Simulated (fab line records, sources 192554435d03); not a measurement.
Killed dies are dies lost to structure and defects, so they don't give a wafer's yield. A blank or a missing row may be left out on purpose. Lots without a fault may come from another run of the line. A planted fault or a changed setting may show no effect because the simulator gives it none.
A struck lot beside a sound one | flow n5_finfet | 15 steps out of a route of 1938
Sound: wafers L599.1, L599.2, L599.4. Struck: wafers L597.1, L597.3, L597.4. The cause comes at the end.
At each step with rows: each side's tool, then ch and its chambers, then its first start. Under that, the readings that differ: sound wafers | struck wafers | difference of the means | sigmas: that difference in standard deviations of wafers without a fault.
alike: readings whose means differ by less than 2 such deviations, and words and numbers that are the same on both sides. not compared: withheld readings, readings that some wafer has no value for, bounds like >300 that may hide the same value, and numbers for which the record gives no deviation and whose values overlap.
The two part at a step that has a row with sigmas, a row that says differs or no value, or rows on one side only. Numbers that don't overlap but have no deviation are shown without sigmas and don't part them. A reading that every wafer of one side lacks parts them only if that side has two wafers or more.

first, 2 steps without rows for these wafers: N5_HKMG_FIN_STRIP_92 (strips SOC in N2/H2, time 20 s); N5_HKMG_FIN_WET_ETCH_18 (etches TiN in SC1, time 55 s, target depth 5.2 nm, rinse time 30 s).
N5_HKMG_FIN_STRIP_19: strips in N2/H2, time 360 s.
  sound on plasma_asher-01 ch 0,1, day 9 15:05; struck on plasma_asher-01 ch 0,1, day 9 00:06
  alike: drypump_motor_current_A, heater_power_w
  not compared: rf_hours_counter_h
N5_HKMG_FIN_ALD_91: deposits TiN, target thk 1 nm, pulse time 1 s, purge time 3 s.
  sound on ald_metal-03 ch 0,1,3, day 9 15:29; struck on ald_metal-02 ch 0,2,3, day 9 00:29
  reading               | sound          | struck         | difference | sigmas
  since_wet_clean_h (h) | 1409 1409 1409 | 4471 4471 4471 | +3062      |
  alike: heater_power_w, precursor_pulse_height_rel
then, 1 step without rows for these wafers: N5_HKMG_FIN_COAT_85 (time 60 s, resist thk 300 nm).
N5_HKMG_FIN_ETCH_86: etches SOC in N2/H2, stops on TiN, target depth 393.2 nm.
  sound on rie_diel-01 ch 1,2,3, day 9 15:49; struck on rie_diel-06 ch 1,2,3, day 9 00:50
  alike: bias_w, chamber_pressure_mTorr, drypump_motor_current_A, oes_product_au, rf_fwd_power_W, rf_vpp_V, showerhead_plenum_p_Torr, throttle_valve_pct
  not compared: rf_hours_counter_h
N5_HKMG_FIN_STRIP_89: strips SOC in N2/H2, time 20 s.
  sound on rie_diel-01 ch 1,2,3, day 9 15:53; struck on rie_diel-06 ch 1,2,3, day 9 00:54
  alike: drypump_motor_current_A, oes_product_au, rf_fwd_power_W, rf_vpp_V, showerhead_plenum_p_Torr, throttle_valve_pct
  not compared: rf_hours_counter_h
then, 1 step without rows for these wafers: N5_HKMG_FIN_WET_ETCH_87 (etches TiN in SC1, time 154.2 s, target depth 4.7 nm, rinse time 30 s).
N5_HKMG_FIN_STRIP_88: strips in N2/H2, time 360 s.
  sound on plasma_asher-02 ch 0,1, day 9 16:04; struck on plasma_asher-02 ch 0,1, day 9 01:05
  alike: drypump_motor_current_A, heater_power_w
  not compared: rf_hours_counter_h
then, 3 steps without rows for these wafers: N5_HKMG_FIN_NWFM_ALD_20 (deposits TiAlC, target thk 2 nm, pulse time 3 s, purge time 2 s); N5_HKMG_FIN_ALD_71 (deposits TiN, target thk 1 nm, pulse time 1 s, purge time 3 s); N5_HKMG_FIN_COAT_66 (time 60 s, resist thk 300 nm).
N5_HKMG_FIN_ETCH_67: etches SOC in N2/H2, stops on TiN, target depth 388.9 nm.
  sound on rie_diel-02 ch 0,1,3, day 9 16:53; struck on rie_diel-06 ch 0,2,3, day 9 01:58
  no value came back on the struck wafers for any of 9 readings (bias_w (W), chamber_pressure_mTorr (mTorr) and others); on the sound wafers bias_w (W) reads 61.29 61.01 61.11
  reading                                   | sound        | struck            | difference | sigmas
  model.SOC_of_HKMG_FIN_COAT_66.thk_nm (nm) | 16 13.6 17.8 | 299.8 300.2 300.8 | +284.5     |
  not compared: model.TiN_of_HKMG_FIN_ALD_71.thk_nm
then, 1 step without rows for these wafers: N5_HKMG_FIN_STRIP_90 (strips SOC in N2/H2, time 20 s).
N5_BEOL_M4_RC_MEAS_101:
  the record has rows for the sound wafers here (prober-01 ch 0, day 13 20:00) and none for the struck ones

WHERE THEY PART
First at N5_HKMG_FIN_ETCH_67; last, within this record, at N5_BEOL_M4_RC_MEAS_101.

WHY: what the simulator had put in
Skipped step whole: rie_diel-06, from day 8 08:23 on, at N5_HKMG_FIN_ETCH_67. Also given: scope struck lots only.
